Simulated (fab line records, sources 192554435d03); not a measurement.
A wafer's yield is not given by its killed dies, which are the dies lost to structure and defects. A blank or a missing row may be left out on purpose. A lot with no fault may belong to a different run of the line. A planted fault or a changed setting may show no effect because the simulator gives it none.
fab line records	flow n5_finfet
record lots=10	wafers=30	last_day=17
route steps=1938 shown BEOL_M11@1558 PASSIVATION@1936
lots that met no fault: taken from a fault-free run of the same line
start_h: hours from the record's opening day to when the first of the lot's shown wafers began	wait_h: time in hours since the lot's previous step	" as in the row above	L1.1+2: one row covering several wafers at once	- either no value or no given start	* or withheld: withheld	< > ~ a bound
route shown NAME@n: names a module that has steps shown in the file, with the first one's number in the route	usual: average and standard deviation across the fault-free wafers	same: alike in all rows	chamber/n: place in a boat	sites: the reading at each site	_std_site: the values' standard deviation	_edge_site: the outer-site mean with the inner-site mean subtracted	radius_mm: how far each site lies from the wafer's centre	mask NAME#n: copy n	behind: the tool/chamber that last shaped the wafer	hold: why the lot was held/for how many hours/how that ended	device: whichever transistor did not switch (one of n, p or np)	end of line: at the end of the route, the tests of the same wafers	where a step has no rows: the recipe by itself	killed: count of dies lost to structure and defects at first sort (not the wafer's yield)	map: per-die view of a wafer (x killed, . not killed, _ where there is no die)
set.NAME: the setting as run; set.NAME@STEP: as run at that earlier step	model.NAME: the simulator's own value behind a step, which no gauge read
the route's steps for a sample of lots (tables are steps, rows are wafers)
services: a tool's chamber out of use, with start hour (start_h, from the record's first day; less than 0 if before it), hours out, and reason
## steps
# step N5_BEOL_M11_STRIP_19
# recipe chemistry=O2	power_w=400	temp_c=40	pressure_mtorr=30	rf_frequency_hz=6e+07	bias_power_w=0	overash_fraction=0.2	o2_flow_sccm=225
# usual drypump_motor_current_A=5.7/0.43	oes_product_au=0.81/0.094	rf_vpp_V=3.7/0.58	showerhead_plenum_p_Torr=2.11/0.075	throttle_valve_pct=16.64/0.2
lot.wafer	tool	chamber	start_h	wait_h	drypump_motor_current_A	oes_product_au	rf_hours_counter_h	rf_vpp_V	showerhead_plenum_p_Torr	throttle_valve_pct
L303.3	rie_diel-05	2	227.76	0.1	5.6	0.78	140	3.9	2.00	16.52
L303.4	"	0	"	"	5.1	0.68	246	4.4	2.16	17.05
L303.5	"	2	"	"	5.6	0.77	-	3.9	2.00	16.51
L302.1	rie_diel-02	1	228.75	0.1	5.4	0.72	199	3.6	2.16	16.95
L302.3	"	0	"	"	6.5	0.88	29	4.3	2.15	16.63
L302.5	"	1	"	"	5.4	0.72	-	3.8	2.16	16.95
L304.1	rie_diel-05	1	231.05	0.1	5.8	0.76	163	4.1	2.17	16.43
L304.2	"	0	"	"	5.1	0.68	246	4.0	2.16	17.05
L304.4	"	2	"	"	5.6	0.77	141	5.2	2.00	16.52
L306.3	rie_diel-06	3	250.77	0.1	5.2	0.96	9	3.6	2.24	16.70
L306.5	"	1	"	"	6.1	0.84	-	3.9	2.03	16.26
L306.6	"	2	"	"	5.9	0.68	-	3.9	2.06	16.82
L307.2	rie_diel-02	1	256.51	0.1	5.4	0.72	208	3.6	2.15	16.97
L307.3	"	0	"	"	6.5	0.87	37	4.3	2.15	16.65
L307.4	"	2	"	"	6.2	0.93	18	3.0	2.14	16.46
L311.3	rie_diel-02	0	288.89	0.1	6.5	0.85	48	3.8	2.14	16.65
L311.4	"	3	"	"	5.5	0.81	97	3.9	2.11	16.58
L311.5	"	3	"	"	5.5	0.81	-	3.3	2.11	16.58
L313.2	rie_diel-06	3	300.23	0.1	5.3	0.94	23	4.1	2.23	16.76
L313.5	"	3	"	"	5.2	0.94	-	4.0	2.23	16.73
L313.6	"	1	"	"	6.0	0.83	-	3.5	2.03	16.31
L320.3	rie_diel-06	1	344.26	0.2	6.0	0.81	107	5.0	2.02	16.34
L320.4	"	3	"	"	5.2	0.89	38	3.5	2.23	16.76
L320.5	"	3	"	"	5.2	0.91	-	3.8	2.23	16.76
L323.1	rie_diel-06	2	363.48	0.1	5.9	0.94	11	3.7	2.05	16.39
L323.4	"	0	"	"	5.1	0.66	233	4.1	1.97	16.86
L323.6	"	3	"	"	5.2	0.90	-	2.8	2.23	16.77
L322.2	rie_diel-05	2	363.73	0.1	5.6	0.74	188	4.6	1.99	16.59
L322.5	"	3	"	"	5.8	0.92	-	4.1	2.14	16.44
L322.6	"	0	"	"	5.1	0.89	-	2.4	2.14	16.65
# step N5_BEOL_M11_CD_MEAS_28
# recipe target_cd_nm=70	landing_energy_ev=500	detector=se_inlens	polarity=opening
# usual cd_nm=70.2/1.2
lot.wafer	tool	chamber	start_h	wait_h	cd_nm
L303.3	cd_sem-02	0	228.79	-	69.1
L303.4	"	0	"	"	70.3
L303.5	"	0	"	"	68.3
L302.1	cd_sem-02	0	229.26	-	71.4
L302.3	"	0	"	"	70.6
L302.5	"	0	"	"	71.4
L304.1	cd_sem-03	0	232.59	-	70.7
L304.2	"	0	"	"	69.7
L304.4	"	0	"	"	69.3
L306.3	cd_sem-01	0	251.41	-	71.8
L306.5	"	0	"	"	70.7
L306.6	"	0	"	"	68.9
L307.2	cd_sem-02	0	258.02	-	67.6
L307.3	"	0	"	"	67.9
L307.4	"	0	"	"	68.6
L311.3	cd_sem-02	0	291.22	-	69.9
L311.4	"	0	"	"	72.7
L311.5	"	0	"	"	71.7
L313.2	cd_sem-02	0	300.81	-	71.4
L313.5	"	0	"	"	70.9
L313.6	"	0	"	"	70.8
L320.3	cd_sem-02	0	345.39	-	70.6
L320.4	"	0	"	"	70.2
L320.5	"	0	"	"	71.6
L323.1	cd_sem-01	0	365.34	-	70.1
L323.4	"	0	"	"	70.2
L323.6	"	0	"	"	70.1
L322.2	cd_sem-03	0	365.51	-	70.1
L322.5	"	0	"	"	69.8
L322.6	"	0	"	"	69.2
# step N5_BEOL_M11_OVL_MEAS_29
# recipe points_per_wafer=44
# usual V10_OVL=-0.5/0.77
lot.wafer	tool	chamber	start_h	wait_h	V10_OVL[nm]
L303.3	overlay-01	0	228.82	0.0	-0.4
L303.4	"	0	"	"	-1.0
L303.5	"	0	"	"	0.5
L302.1	overlay-02	0	229.29	0.0	-1.6
L302.3	"	0	"	"	-1.4
L302.5	"	0	"	"	-0.7
L304.1	overlay-02	0	232.62	0.0	0.3
L304.2	"	0	"	"	-0.8
L304.4	"	0	"	"	0.3
L306.3	overlay-01	0	251.44	0.0	0.0
L306.5	"	0	"	"	-0.9
L306.6	"	0	"	"	-0.4
L307.2	overlay-01	0	258.05	0.0	0.5
L307.3	"	0	"	"	0.2
L307.4	"	0	"	"	-0.1
L311.3	overlay-01	0	291.25	0.0	-2.4
L311.4	"	0	"	"	-0.8
L311.5	"	0	"	"	-1.4
L313.2	overlay-01	0	300.84	0.0	0.3
L313.5	"	0	"	"	1.0
L313.6	"	0	"	"	1.0
L320.3	overlay-02	0	345.41	0.0	0.4
L320.4	"	0	"	"	-0.4
L320.5	"	0	"	"	0.4
L323.1	overlay-01	0	365.37	0.0	0.7
L323.4	"	0	"	"	-1.1
L323.6	"	0	"	"	0.2
L322.2	overlay-02	0	365.54	0.0	0.0
L322.5	"	0	"	"	0.3
L322.6	"	0	"	"	-0.5
# step N5_BEOL_M11_ETCH_66
# recipe chemistry=N2/H2	target=SOC	target_depth_a=1200	overetch_a=240	mask_material=SiARC	temp_c=40	time_s=180	ion_energy_ev=200	pressure_mtorr=30	source_w=840	bias_w=150	n2_flow_sccm=200	h2_flow_sccm=200
# usual drypump_motor_current_A=5.7/0.37	n2_flow_sccm=200.0/0.61	oes_product_au=0.65/0.075	rf_fwd_power_W=836.6/2.4	rf_vpp_V=523.9/2.8	run_length_s=203.5/0.3	showerhead_plenum_p_Torr=2.54/0.1	throttle_valve_pct=17.72/0.24
lot.wafer	tool	chamber	start_h	wait_h	drypump_motor_current_A	n2_flow_sccm	oes_product_au	rf_fwd_power_W	rf_hours_counter_h	rf_vpp_V	run_length_s	showerhead_plenum_p_Torr	throttle_valve_pct
L303.3	rie_diel-05	0	228.96	0.0	5.1	200.4	0.55	837.8	246	525.7	202.9	2.61	18.19
L303.4	"	2	"	"	5.6	199.9	0.61	836.9	140	521.7	203.1	2.43	17.59
L303.5	"	2	"	"	5.6	201.1	0.62	836.6	-	520.6	203.0	2.43	17.58
L302.1	rie_diel-06	1	229.47	0.0	6.0	200.7	0.68	838.8	71	522.9	203.8	2.45	17.22
L302.3	"	0	"	"	5.2	200.4	0.57	834.1	194	519.0	203.3	2.41	17.96
L302.5	"	2	"	"	5.9	200.5	0.56	835.1	-	523.8	203.4	2.51	17.90
L304.1	rie_diel-06	1	232.76	0.0	6.0	200.3	0.69	838.2	73	521.5	203.4	2.45	17.23
L304.2	"	3	"	"	5.3	200.9	0.79	832.7	5	527.1	203.7	2.72	17.82
L304.4	"	2	"	"	5.9	200.2	0.56	832.8	234	523.4	203.8	2.51	17.91
L306.3	rie_diel-02	1	251.58	0.0	5.4	199.0	0.58	834.8	206	525.3	203.9	2.63	18.24
L306.5	"	0	"	"	6.5	200.2	0.70	834.1	-	525.6	203.5	2.60	17.82
L306.6	"	3	"	"	5.6	200.2	0.66	835.9	-	523.5	203.2	2.56	17.70
L307.2	rie_diel-06	1	258.19	0.0	6.1	199.9	0.68	837.5	80	522.5	203.5	2.45	17.25
L307.3	"	2	"	"	5.9	199.8	0.56	838.5	241	523.3	203.5	2.50	17.94
L307.4	"	3	"	"	5.3	200.9	0.78	836.6	11	529.1	203.6	2.71	17.83
L311.3	rie_diel-06	3	291.39	0.0	5.2	200.6	0.76	836.7	20	529.9	204.0	2.71	17.84
L311.4	"	1	"	"	6.1	199.2	0.85	-	90	523.2	164.7	2.44	17.27
L311.5	"	0	"	"	5.2	200.2	0.70	-	-	520.7	165.3	2.41	18.01
L313.2	rie_diel-05	3	300.99	0.0	5.7	199.9	0.80	835.8	1	525.0	203.3	2.58	17.42
L313.5	"	2	"	"	5.6	198.5	0.60	833.7	-	521.4	203.1	2.42	17.65
L313.6	"	1	"	"	5.8	200.6	0.59	840.5	-	526.4	203.4	2.64	17.75
L320.3	rie_diel-05	2	345.57	0.0	5.6	199.8	0.59	833.9	183	519.2	203.6	2.41	17.67
L320.4	"	1	"	"	5.8	199.1	0.59	836.0	205	525.5	203.7	2.63	17.79
L320.5	"	2	"	"	5.6	199.9	0.59	832.6	-	520.6	203.2	2.41	17.66
L323.1	rie_diel-05	0	365.51	0.0	5.1	200.8	0.72	839.7	30	525.1	202.9	2.60	17.87
L323.4	"	1	"	"	5.8	199.1	0.58	842.0	211	524.6	203.4	2.63	17.79
L323.6	"	2	"	"	5.6	200.9	0.59	837.2	-	518.8	203.3	2.41	17.68
L322.2	rie_diel-02	0	365.68	0.0	6.5	199.9	0.67	840.1	71	525.5	203.8	2.58	17.85
L322.5	"	3	"	"	5.6	201.0	0.63	836.5	-	523.9	203.2	2.55	17.77
L322.6	"	2	"	"	6.1	200.4	0.71	835.4	-	526.5	203.8	2.58	17.66
# step N5_PASSIVATION_PROBE_49
# usual defect_limited_yield=91.7/1.2	killed_at_M0_to_M3=33/9.5	killed_at_M4_up=13/4.9	killed_at_contacts=13/6.6	killed_at_front_end=36/11	killed_at_other=3.0/2.6	killed_dies=97/14	killed_open=65/11	killed_short=31/6.6	sort_bin_5_function=4.8/0.82	sort_bin_6_memory=3.1/0.58	sort_bin_8_speed=0.00/0.02	sort_n_pass=1083/14	sort_yield_pct=91.7/1.2
# same gross_dies=1180	killed_at_back_side=0	sort_bin_4_leakage[%]=0
lot.wafer	tool	chamber	start_h	wait_h	defect_limited_yield[%]	killed_at_M0_to_M3	killed_at_M4_up	killed_at_contacts	killed_at_front_end	killed_at_other	killed_dies	killed_open	killed_short	sort_bin_5_function[%]	sort_bin_6_memory[%]	sort_bin_8_speed[%]	sort_n_pass	sort_yield_pct[%]
L303.3	prober-02	-	278.67	0.1	91.9	35	8	8	44	1	96	52	43	4.6	3.1	0	1084	91.9
L303.4	prober-02	-	278.72	0.2	90.3	58	6	16	32	2	114	82	31	4.9	4.5	0	1066	90.3
L303.5	prober-02	-	278.77	0.2	90.4	42	22	12	31	6	113	80	31	5.2	4.0	0	1067	90.4
L313.6	prober-01	-	352.01	0.3	94.1	27	8	8	18	9	70	47	21	3.2	2.5	0	1110	94.1
# killed by level:class
L303.3 FIN_SAQP:geometric_particle:short=13 BEOL_M2:geometric_particle:open=9 MOL_CONTACT_COAG:geometric_particle:open=8 FIN_SAQP:geometric_particle:open=7 BEOL_M3:geometric_particle:open=7 GATE_CUT:geometric_particle:short=6 BEOL_M0_SAQP:geometric_particle:open=5 STI_FIN_REVEAL:geometric_particle:short=4
L303.4 BEOL_M3:geometric_particle:open=18 MOL_CONTACT_COAG:geometric_particle:open=15 BEOL_M2:geometric_particle:open=12 BEOL_M1:geometric_particle:open=8 BEOL_M0_SAQP:geometric_particle:short=7 FIN_SAQP:geometric_particle:short=5 DUMMY_GATE:geometric_particle:open=4 GATE_CUT:geometric_particle:open=4
L303.5 BEOL_M1:geometric_particle:open=12 BEOL_M3:geometric_particle:open=11 MOL_CONTACT_COAG:geometric_particle:open=11 BEOL_M2:geometric_particle:open=8 FIN_SAQP:geometric_particle:open=5 FIN_SAQP:geometric_particle:short=5 STI_FIN_REVEAL:geometric_particle:open=5 BEOL_M0_SAQP:geometric_particle:short=4
L313.6 MOL_CONTACT_COAG:geometric_particle:open=8 BEOL_M0_SAQP:geometric_particle:short=5 BEOL_M0:geometric_particle:open=5 DUMMY_GATE:geometric_particle:open=4 BEOL_M0_SAQP:geometric_particle:open=4 BEOL_M1:geometric_particle:open=4 BEOL_M3:geometric_particle:open=4 MIM_TOP_ETCH:geometric_particle:open=3
## services
tool	chamber	start_h	hours	kind
rie_diel-06	3	224.10	7.6	repair
rie_diel-06	-	243.11	0.3	repair
rie_diel-05	0	245.49	-	clean
rie_diel-05	0	245.49	-	consumable_replace:focus_ring
rie_diel-05	0	245.49	29.2	scheduled_down
rie_diel-05	0	245.49	29.2	vent_cycle
rie_diel-05	3	275.11	-	clean
rie_diel-05	3	275.11	-	consumable_replace:focus_ring
rie_diel-05	3	275.11	23.4	scheduled_down
rie_diel-05	3	275.11	23.4	vent_cycle
rie_diel-06	2	292.53	-	clean
rie_diel-06	2	292.53	-	consumable_replace:esc
rie_diel-06	2	292.53	-	consumable_replace:focus_ring
rie_diel-06	2	292.53	28.4	scheduled_down
rie_diel-06	2	292.53	28.4	vent_cycle
rie_diel-05	-	302.74	0.3	repair
rie_diel-06	0	364.88	7.3	repair
## key
first_sign step=N5_BEOL_M11_ETCH_66	reading=run_length_s	direction=down	sigmas=99+	usual=*	struck=*
effect none on later readings
met_at N5_BEOL_M11_ETCH_66
struck_lots L311
struck_wafers L311.4,L311.5
not_acting_at N5_BEOL_M11_STRIP_19,N5_BEOL_M11_CD_MEAS_28,N5_BEOL_M11_OVL_MEAS_29
onset_between 258.19 291.39
fault kind=process_parameter_drift	tool=rie_diel-06	chamber=-	onset_h=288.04	steps=N5_BEOL_M11_ETCH_66	channel=time_s	offset=*	shape=step	end_h=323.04	scope=struck_wafers_only	acts_in=*	stated=*
